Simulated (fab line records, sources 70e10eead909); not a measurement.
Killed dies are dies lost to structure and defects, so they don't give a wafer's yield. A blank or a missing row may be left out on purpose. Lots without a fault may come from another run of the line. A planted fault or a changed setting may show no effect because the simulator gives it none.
Which tool did it? | flow nand_harc | 23 lots, 69 wafers sampled, at 6 steps of a route of 1302

WHAT THE GAUGES READ, wafer by wafer
The record holds no reading of a measuring or inspecting step that can be judged against a usual standard deviation.

WHICH TOOL RAN EACH LOT (tool, then ch and the chambers of the sampled wafers, then the start)
lot  | NHARC_A_STAIRCASE_DESCUM_186       | NHARC_A_STAIRCASE_STRIP_205          | NHARC_A_STAIRCASE_TRIM_220         | NHARC_A_STAIRCASE_ETCH_227     | NHARC_A_STAIRCASE_ETCH_234     | NHARC_A_STAIRCASE_TRIM_235
L074 | rie_diel-13 ch 0,1,3, day 16 17:47 | plasma_asher-02 ch 0,1, day 16 20:43 | rie_diel-10 ch 2,3, day 16 22:16   | rie_diel-10 ch 1,2,3, no start | rie_diel-04 ch 0,1,2, no start | rie_diel-04 ch 0,1,2, no start
L075 | rie_diel-10 ch 1,2, day 16 17:55   | plasma_asher-01 ch 0,1, day 16 20:25 | rie_diel-10 ch 1,2,3, day 16 21:56 | rie_diel-10 ch 0,2,3, no start | rie_diel-13 ch 2,3, no start   | rie_diel-13 ch 1,3, no start
L076 | rie_diel-04 ch 0,1, day 17 01:10   | plasma_asher-02 ch 0,1, day 17 03:50 | rie_diel-04 ch 0,2,3, day 17 05:13 | rie_diel-04 ch 0,1, no start   | rie_diel-10 ch 1,2,3, no start | rie_diel-10 ch 0,1,3, no start
L079 | rie_diel-04 ch 0,3, day 17 16:50   | plasma_asher-02 ch 0,1, day 17 20:31 | rie_diel-04 ch 0,1, day 17 22:03   | rie_diel-04 ch 0,1,3, no start | rie_diel-13 ch 0,1, no start   | rie_diel-13 ch 1,2,3, no start
L078 | rie_diel-04 ch 0,1, day 17 20:31   | plasma_asher-02 ch 0,1, day 17 23:01 | rie_diel-13 ch 1,2,3, day 18 00:30 | rie_diel-13 ch 0,2,3, no start | rie_diel-13 ch 0,2,3, no start | rie_diel-13 ch 0,1,2, no start
L080 | rie_diel-13 ch 1,3, day 18 14:22   | plasma_asher-01 ch 0,1, day 18 16:48 | rie_diel-13 ch 0,2,3, day 18 18:22 | rie_diel-13 ch 0,3, no start   | rie_diel-04 ch 0,3, no start   | rie_diel-04 ch 0,2,3, no start
L081 | rie_diel-13 ch 1,2,3, day 18 14:39 | plasma_asher-02 ch 0,1, day 18 17:02 | rie_diel-04 ch 1,2, day 18 18:35   | rie_diel-04 ch 1,2,3, no start | rie_diel-13 ch 1,2,3, no start | rie_diel-13 ch 0,1,3, no start
L083 | rie_diel-13 ch 0,2, day 19 04:37   | plasma_asher-02 ch 0,1, day 19 06:52 | rie_diel-13 ch 0,1,3, day 19 08:23 | rie_diel-13 ch 1,2,3, no start | rie_diel-13 ch 0,1,3, no start | rie_diel-13 ch 0,1,3, no start
L082 | rie_diel-13 ch 0,1,3, day 19 05:02 | plasma_asher-01 ch 0,1, day 19 07:17 | rie_diel-10 ch 0,3, day 19 08:54   | rie_diel-10 ch 1,3, no start   | rie_diel-04 ch 0,2,3, no start | rie_diel-04 ch 0,1,3, no start
L084 | rie_diel-13 ch 0,1,3, day 20 08:26 | plasma_asher-01 ch 0,1, day 20 11:59 | rie_diel-04 ch 0,2,3, day 20 13:31 | rie_diel-04 ch 1,2,3, no start | rie_diel-10 ch 0,1,2, no start | rie_diel-10 ch 0,2, no start
L085 | rie_diel-04 ch 0,1,3, day 20 15:10 | plasma_asher-02 ch 0,1, day 20 17:26 | rie_diel-10 ch 0,2,3, day 20 19:04 | rie_diel-10 ch 0,3, no start   | rie_diel-10 ch 0,1,3, no start | rie_diel-10 ch 0,3, no start
L086 | rie_diel-04 ch 1,3, day 20 15:27   | plasma_asher-01 ch 0,1, day 20 17:44 | rie_diel-04 ch 0,1, day 20 19:48   | rie_diel-04 ch 0,2,3, no start | rie_diel-10 ch 0,1,2, no start | rie_diel-10 ch 1,2,3, no start
L088 | rie_diel-13 ch 0,3, day 21 15:04   | plasma_asher-01 ch 0,1, day 21 17:17 | rie_diel-13 ch 0,2,3, day 21 18:51 | rie_diel-13 ch 1,2,3, no start | rie_diel-13 ch 1,2,3, no start | rie_diel-13 ch 1,2,3, no start
L087 | rie_diel-13 ch 0,2,3, day 21 17:20 | plasma_asher-02 ch 0,1, day 21 19:36 | rie_diel-10 ch 0,3, day 21 21:08   | rie_diel-10 ch 1,3, no start   | rie_diel-13 ch 0,1,3, no start | rie_diel-13 ch 1,3, no start
L089 | rie_diel-04 ch 1,2, day 21 20:00   | plasma_asher-01 ch 0,1, day 21 22:15 | rie_diel-13 ch 0,1,3, day 21 23:53 | rie_diel-13 ch 1,2,3, no start | rie_diel-10 ch 1,2, no start   | rie_diel-10 ch 1,2, no start
L090 | rie_diel-10 ch 1,2,3, day 22 14:19 | plasma_asher-02 ch 0,1, day 22 16:44 | rie_diel-10 ch 1,2, day 22 18:16   | rie_diel-10 ch 2,3, no start   | rie_diel-10 ch 1,2,3, no start | rie_diel-10 ch 0,1,2, no start
L091 | rie_diel-10 ch 0,2, day 22 15:47   | plasma_asher-02 ch 0,1, day 22 17:57 | rie_diel-04 ch 0,1,2, day 22 19:38 | rie_diel-04 ch 0,1,3, no start | rie_diel-10 ch 2,3, no start   | rie_diel-10 ch 0,2,3, no start
L092 | rie_diel-10 ch 0,2, day 22 22:55   | plasma_asher-01 ch 0,1, day 23 01:27 | rie_diel-13 ch 0,2,3, day 23 03:01 | rie_diel-13 ch 0,2,3, no start | rie_diel-13 ch 0,2, no start   | rie_diel-13 ch 1,2,3, no start
L093 | rie_diel-04 ch 0,1,2, day 23 16:56 | plasma_asher-01 ch 0,1, day 23 19:07 | rie_diel-04 ch 0,2,3, day 23 20:46 | rie_diel-04 ch 0,1,3, no start | rie_diel-04 ch 0,1,2, no start | rie_diel-04 ch 0,2,3, no start
L094 | rie_diel-04 ch 0,3, day 24 03:17   | plasma_asher-01 ch 0,1, day 24 05:27 | rie_diel-04 ch 0,2,3, day 24 07:03 | rie_diel-04 ch 1,2,3, no start | rie_diel-10 ch 0,3, no start   | rie_diel-10 ch 0,3, no start
L096 | rie_diel-04 ch 2,3, day 25 00:01   | plasma_asher-02 ch 0,1, day 25 02:13 | rie_diel-04 ch 0,2,3, day 25 03:49 | rie_diel-04 ch 0,3, no start   | rie_diel-04 ch 0,1,3, no start | rie_diel-04 ch 1,3, no start
L095 | rie_diel-10 ch 0,2,3, day 25 02:32 | plasma_asher-01 ch 0,1, day 25 04:51 | rie_diel-13 ch 0,2,3, day 25 06:20 | rie_diel-13 ch 0,1,2, no start | rie_diel-04 ch 0,1,2, no start | rie_diel-04 ch 1,2,3, no start
L097 | rie_diel-13 ch 0,1,2, day 25 07:47 | plasma_asher-01 ch 0,1, day 25 10:02 | rie_diel-04 ch 1,2,3, day 25 11:38 | rie_diel-04 ch 0,2,3, no start | rie_diel-04 ch 0,2,3, no start | rie_diel-04 ch 0,2,3, no start
- NHARC_A_STAIRCASE_DESCUM_186: chemistry O2, time 3 s.
- NHARC_A_STAIRCASE_STRIP_205: strips in O2.
- NHARC_A_STAIRCASE_TRIM_220: chemistry O2, time 211.2 s.
- NHARC_A_STAIRCASE_ETCH_227: etches the open film in C4F8/O2, target depth 100 nm, time 40.5 s.
- NHARC_A_STAIRCASE_ETCH_234: etches the open film in C4F8/O2, target depth 100 nm, time 40.5 s.
- NHARC_A_STAIRCASE_TRIM_235: chemistry O2, time 211.2 s.

WHAT THE TOOLS THEMSELVES READ (means of the sampled wafers that have a number; where no wafer has one, the mark that the record gives instead)
NHARC_A_STAIRCASE_DESCUM_186. Usual: drypump_motor_current_A 5.6 A, standard deviation 0.63; oes_product_au 1.000 a.u., standard deviation 0.011; rf_vpp_V 57.8 V, standard deviation 0.88; showerhead_plenum_p_Torr 1.90 Torr, standard deviation 0.077; throttle_valve_pct 11.311 %, standard deviation 0.009.
lot  | tool        | drypump_motor_current_A (A) | oes_product_au (a.u.) | rf_vpp_V (V) | showerhead_plenum_p_Torr (Torr) | throttle_valve_pct (%) | flag
L074 | rie_diel-13 | 6.1                         | 1.012                 | 58.6         | 1.88                            | 11.312                 |
L075 | rie_diel-10 | 5.9                         | 1.005                 | 57.4         | 1.82                            | 11.313                 |
L076 | rie_diel-04 | 4.8                         | 0.982                 | 57.3         | 1.93                            | 11.309                 |
L079 | rie_diel-04 | 5.2                         | 0.989                 | 58.8         | 1.96                            | 11.324                 |
L078 | rie_diel-04 | 4.8                         | 0.996                 | 58.2         | 1.96                            | 11.313                 |
L080 | rie_diel-13 | 6.3                         | 1.008                 | 57.5         | 1.91                            | 11.307                 |
L081 | rie_diel-13 | 5.8                         | 1.012                 | 57.4         | 1.87                            | 11.313                 |
L083 | rie_diel-13 | 5.4                         | 1.010                 | 58.2         | 1.81                            | 11.314                 |
L082 | rie_diel-13 | 6.1                         | 1.002                 | 57.3         | 1.88                            | 11.307                 |
L084 | rie_diel-13 | 6.0                         | 0.999                 | 57.5         | 1.87                            | 11.308                 |
L085 | rie_diel-04 | 5.2                         | 0.995                 | 57.8         | 1.92                            | 11.319                 |
L086 | rie_diel-04 | 5.2                         | 0.998                 | 57.8         | 1.88                            | 11.312                 |
L088 | rie_diel-13 | 6.4                         | 1.001                 | 57.0         | 1.87                            | 11.313                 |
L087 | rie_diel-13 | 5.8                         | 0.997                 | 57.3         | 1.83                            | 11.309                 |
L089 | rie_diel-04 | 5.8                         | 0.997                 | 59.5         | 1.97                            | 11.312                 |
L090 | rie_diel-10 | 5.6                         | 1.004                 | 57.6         | 1.93                            | 11.307                 |
L091 | rie_diel-10 | 6.3                         | 0.993                 | 57.9         | 2.01                            | 11.311                 |
L092 | rie_diel-10 | 6.3                         | 0.988                 | 57.7         | 1.96                            | 11.303                 |
L093 | rie_diel-04 | 5.3                         | 1.007                 | 58.6         | 1.96                            | 11.314                 |
L094 | rie_diel-04 | 5.6                         | 0.992                 | 58.6         | 1.91                            | 11.308                 |
L096 | rie_diel-04 | 6.1                         | 1.008                 | 57.6         | 1.92                            | 11.316                 |
L095 | rie_diel-10 | 6.0                         | 0.990                 | 57.2         | 1.93                            | 11.309                 |
L097 | rie_diel-13 | 5.6                         | 1.003                 | 56.9         | 1.82                            | 11.315                 |

NHARC_A_STAIRCASE_STRIP_205. Usual: drypump_motor_current_A 5.6 A, standard deviation 0.64; heater_power_w 335 W, standard deviation 21.
lot  | tool            | drypump_motor_current_A (A) | heater_power_w (W) | flag
L074 | plasma_asher-02 | 5.6                         | 328                |
L075 | plasma_asher-01 | 5.6                         | 326                |
L076 | plasma_asher-02 | 5.4                         | 330                |
L079 | plasma_asher-02 | 5.3                         | 337                |
L078 | plasma_asher-02 | 5.3                         | 332                |
L080 | plasma_asher-01 | 6.1                         | 343                |
L081 | plasma_asher-02 | 5.6                         | 329                |
L083 | plasma_asher-02 | 5.3                         | 331                |
L082 | plasma_asher-01 | 6.1                         | 342                |
L084 | plasma_asher-01 | 6.1                         | 345                |
L085 | plasma_asher-02 | 5.6                         | 336                |
L086 | plasma_asher-01 | 6.1                         | 345                |
L088 | plasma_asher-01 | 6.1                         | 344                |
L087 | plasma_asher-02 | 5.6                         | 334                |
L089 | plasma_asher-01 | 5.6                         | 327                |
L090 | plasma_asher-02 | 5.3                         | 334                |
L091 | plasma_asher-02 | 5.3                         | 328                |
L092 | plasma_asher-01 | 6.1                         | 349                |
L093 | plasma_asher-01 | 5.6                         | 333                |
L094 | plasma_asher-01 | 6.1                         | 352                |
L096 | plasma_asher-02 | 5.3                         | 323                |
L095 | plasma_asher-01 | 5.5                         | 337                |
L097 | plasma_asher-01 | 5.6                         | 334                |

NHARC_A_STAIRCASE_TRIM_220. Usual: drypump_motor_current_A 5.7 A, standard deviation 0.6; oes_product_au 1.001 a.u., standard deviation 0.013; rf_vpp_V 57.8 V, standard deviation 0.87; showerhead_plenum_p_Torr 3.51 Torr, standard deviation 0.13; throttle_valve_pct 17.037 %, standard deviation 0.01.
lot  | tool        | drypump_motor_current_A (A) | oes_product_au (a.u.) | rf_vpp_V (V) | showerhead_plenum_p_Torr (Torr) | throttle_valve_pct (%) | flag
L074 | rie_diel-10 | 5.6                         | 0.994                 | 57.5         | 3.38                            | 17.046                 |
L075 | rie_diel-10 | 5.6                         | 1.000                 | 57.2         | 3.40                            | 17.047                 |
L076 | rie_diel-04 | 5.7                         | 0.990                 | 58.4         | 3.63                            | 17.031                 |
L079 | rie_diel-04 | 4.9                         | 1.000                 | 57.7         | 3.61                            | 17.029                 |
L078 | rie_diel-13 | 5.8                         | 1.010                 | 57.6         | 3.46                            | 17.032                 |
L080 | rie_diel-13 | 5.9                         | 1.011                 | 57.9         | 3.41                            | 17.048                 |
L081 | rie_diel-04 | 5.7                         | 1.006                 | 58.6         | 3.65                            | 17.034                 |
L083 | rie_diel-13 | 6.1                         | 1.011                 | 58.2         | 3.46                            | 17.038                 |
L082 | rie_diel-10 | 5.6                         | 0.992                 | 58.8         | 3.45                            | 17.038                 |
L084 | rie_diel-04 | 5.7                         | 1.000                 | 57.0         | 3.62                            | 17.031                 |
L085 | rie_diel-10 | 6.0                         | 0.988                 | 58.2         | 3.58                            | 17.040                 |
L086 | rie_diel-04 | 4.8                         | 0.993                 | 57.7         | 3.53                            | 17.031                 |
L088 | rie_diel-13 | 5.9                         | 0.999                 | 57.3         | 3.39                            | 17.041                 |
L087 | rie_diel-10 | 6.0                         | 0.989                 | 57.3         | 3.48                            | 17.048                 |
L089 | rie_diel-13 | 6.1                         | 1.010                 | 58.4         | 3.45                            | 17.031                 |
L090 | rie_diel-10 | 5.9                         | 1.000                 | 58.6         | 3.68                            | 17.044                 |
L091 | rie_diel-04 | 5.3                         | 0.994                 | 58.1         | 3.61                            | 17.034                 |
L092 | rie_diel-13 | 5.8                         | 1.013                 | 56.8         | 3.39                            | 17.039                 |
L093 | rie_diel-04 | 5.7                         | 1.001                 | 58.3         | 3.61                            | 17.035                 |
L094 | rie_diel-04 | 5.7                         | 0.995                 | 57.9         | 3.60                            | 17.032                 |
L096 | rie_diel-04 | 5.7                         | 0.999                 | 57.7         | 3.60                            | 17.030                 |
L095 | rie_diel-13 | 5.9                         | 1.002                 | 57.9         | 3.38                            | 17.026                 |
L097 | rie_diel-04 | 5.7                         | 1.011                 | 57.8         | 3.53                            | 17.034                 |

NHARC_A_STAIRCASE_ETCH_227. Usual: bias_w 1000 W, standard deviation 3; oes_product_au 0.942 a.u., standard deviation 0.013; rf_vpp_V 895 V, standard deviation 4.5.
lot  | tool        | bias_w (W) | oes_product_au (a.u.) | rf_vpp_V (V) | flag
L074 | rie_diel-10 | 1001       | 0.942                 | 891          |
L075 | rie_diel-10 | 1001       | 0.934                 | 891          |
L076 | rie_diel-04 | 1004       | 0.926                 | 898          |
L079 | rie_diel-04 | 998        | 0.932                 | 895          |
L078 | rie_diel-13 | 1001       | 0.951                 | 892          |
L080 | rie_diel-13 | 1002       | 0.943                 | 892          |
L081 | rie_diel-04 | 998        | 0.934                 | 897          |
L083 | rie_diel-13 | 1003       | 0.955                 | 893          |
L082 | rie_diel-10 | 997        | 0.943                 | 894          |
L084 | rie_diel-04 | 1002       | 0.937                 | 897          |
L085 | rie_diel-10 | 1002       | 0.942                 | 894          |
L086 | rie_diel-04 | 997        | 0.943                 | 899          |
L088 | rie_diel-13 | 998        | 0.947                 | 892          |
L087 | rie_diel-10 | 998        | 0.933                 | 892          |
L089 | rie_diel-13 | 1000       | 0.955                 | 893          |
L090 | rie_diel-10 | 999        | 0.933                 | 901          |
L091 | rie_diel-04 | 999        | 0.935                 | 896          |
L092 | rie_diel-13 | 1003       | 0.946                 | 891          |
L093 | rie_diel-04 | 1001       | 0.957                 | 896          |
L094 | rie_diel-04 | 1000       | 0.943                 | 896          |
L096 | rie_diel-04 | 1000       | 0.947                 | 895          |
L095 | rie_diel-13 | 1000       | 0.948                 | 890          |
L097 | rie_diel-04 | 1001       | 0.947                 | 898          |

NHARC_A_STAIRCASE_ETCH_234. Usual: bias_w 1000 W, standard deviation 3.1; oes_product_au 0.946 a.u., standard deviation 0.014; rf_vpp_V 895 V, standard deviation 5.1.
lot  | tool        | bias_w (W) | oes_product_au (a.u.) | rf_vpp_V (V) | flag
L074 | rie_diel-04 | 998        | 0.942                 | 900          |
L075 | rie_diel-13 | 1000       | 0.927                 | 894          |
L076 | rie_diel-10 | 1000       | 0.950                 | 892          |
L079 | rie_diel-13 | 1001       | 0.958                 | 894          |
L078 | rie_diel-13 | 997        | 0.948                 | 892          |
L080 | rie_diel-04 | 1003       | 0.931                 | 899          |
L081 | rie_diel-13 | 1001       | 0.947                 | 893          |
L083 | rie_diel-13 | 996        | 0.959                 | 893          |
L082 | rie_diel-04 | 999        | 0.951                 | 900          |
L084 | rie_diel-10 | 1003       | 0.946                 | 899          |
L085 | rie_diel-10 | 1001       | 0.930                 | 893          |
L086 | rie_diel-10 | 1002       | 0.935                 | 898          |
L088 | rie_diel-13 | 999        | 0.953                 | 893          |
L087 | rie_diel-13 | 998        | 0.944                 | 893          |
L089 | rie_diel-10 | 1000       | 0.945                 | 902          |
L090 | rie_diel-10 | 1003       | 0.934                 | 897          |
L091 | rie_diel-10 | 1000       | 0.942                 | 895          |
L092 | rie_diel-13 | 999        | 0.962                 | 889          |
L093 | rie_diel-04 | 1000       | 0.950                 | 899          |
L094 | rie_diel-10 | 1004       | 0.931                 | 892          |
L096 | rie_diel-04 | 999        | 0.943                 | 895          |
L095 | rie_diel-04 | 1000       | 0.951                 | 899          |
L097 | rie_diel-04 | 998        | 0.954                 | 898          |

NHARC_A_STAIRCASE_TRIM_235. Usual: drypump_motor_current_A 5.7 A, standard deviation 0.59; oes_product_au 1.001 a.u., standard deviation 0.013; rf_vpp_V 57.7 V, standard deviation 0.94; showerhead_plenum_p_Torr 3.51 Torr, standard deviation 0.14; throttle_valve_pct 17.037 %, standard deviation 0.0093.
lot  | tool        | drypump_motor_current_A (A) | oes_product_au (a.u.) | rf_vpp_V (V) | showerhead_plenum_p_Torr (Torr) | throttle_valve_pct (%) | flag
L074 | rie_diel-04 | 5.3                         | 0.998                 | 58.2         | 3.63                            | 17.043                 |
L075 | rie_diel-13 | 6.0                         | 1.008                 | 57.9         | 3.52                            | 17.046                 |
L076 | rie_diel-10 | 5.6                         | 0.998                 | 57.3         | 3.48                            | 17.034                 |
L079 | rie_diel-13 | 5.8                         | 1.008                 | 57.4         | 3.46                            | 17.023                 |
L078 | rie_diel-13 | 5.6                         | 1.018                 | 57.8         | 3.40                            | 17.033                 |
L080 | rie_diel-04 | 5.7                         | 0.997                 | 57.8         | 3.62                            | 17.040                 |
L081 | rie_diel-13 | 6.1                         | 1.010                 | 57.9         | 3.46                            | 17.033                 |
L083 | rie_diel-13 | 6.1                         | 1.004                 | 57.9         | 3.46                            | 17.036                 |
L082 | rie_diel-04 | 5.2                         | 0.991                 | 56.7         | 3.54                            | 17.035                 |
L084 | rie_diel-10 | 6.3                         | 0.988                 | 57.5         | 3.71                            | 17.031                 |
L085 | rie_diel-10 | 5.6                         | 0.991                 | 57.7         | 3.45                            | 17.037                 |
L086 | rie_diel-10 | 5.6                         | 0.997                 | 57.9         | 3.56                            | 17.032                 |
L088 | rie_diel-13 | 5.8                         | 1.014                 | 57.4         | 3.44                            | 17.044                 |
L087 | rie_diel-13 | 6.3                         | 0.998                 | 57.7         | 3.50                            | 17.029                 |
L089 | rie_diel-10 | 5.9                         | 0.994                 | 57.1         | 3.69                            | 17.033                 |
L090 | rie_diel-10 | 5.9                         | 0.988                 | 58.4         | 3.59                            | 17.037                 |
L091 | rie_diel-10 | 6.0                         | 0.989                 | 57.9         | 3.57                            | 17.045                 |
L092 | rie_diel-13 | 5.8                         | 1.005                 | 56.7         | 3.43                            | 17.038                 |
L093 | rie_diel-04 | 5.7                         | 0.998                 | 58.4         | 3.60                            | 17.032                 |
L094 | rie_diel-10 | 5.6                         | 0.995                 | 57.8         | 3.43                            | 17.043                 |
L096 | rie_diel-04 | 5.6                         | 1.011                 | 58.0         | 3.45                            | 17.043                 |
L095 | rie_diel-04 | 5.7                         | 1.007                 | 57.8         | 3.53                            | 17.035                 |
L097 | rie_diel-04 | 5.7                         | 0.993                 | 57.1         | 3.60                            | 17.043                 |

THE ANSWER, worked out from the rows above alone
Rule: a lot is off if the mean of its wafers that have a number lies more than 3 standard deviations from the usual mean. A lot without any number at a reading at which 4 lots or more have one is off too. The other lots that the step has rows for count as sound. The gauges are gone through in route order, then the tools' own readings, and for those a lot's mean is taken as printed above. The first step at which some lot is off is used, and at that step the reading that is off furthest; a lot without a number counts as furthest.
No lot is off at any reading shown: from this, nothing can be told.

WHAT THE SIMULATOR HAD PUT IN
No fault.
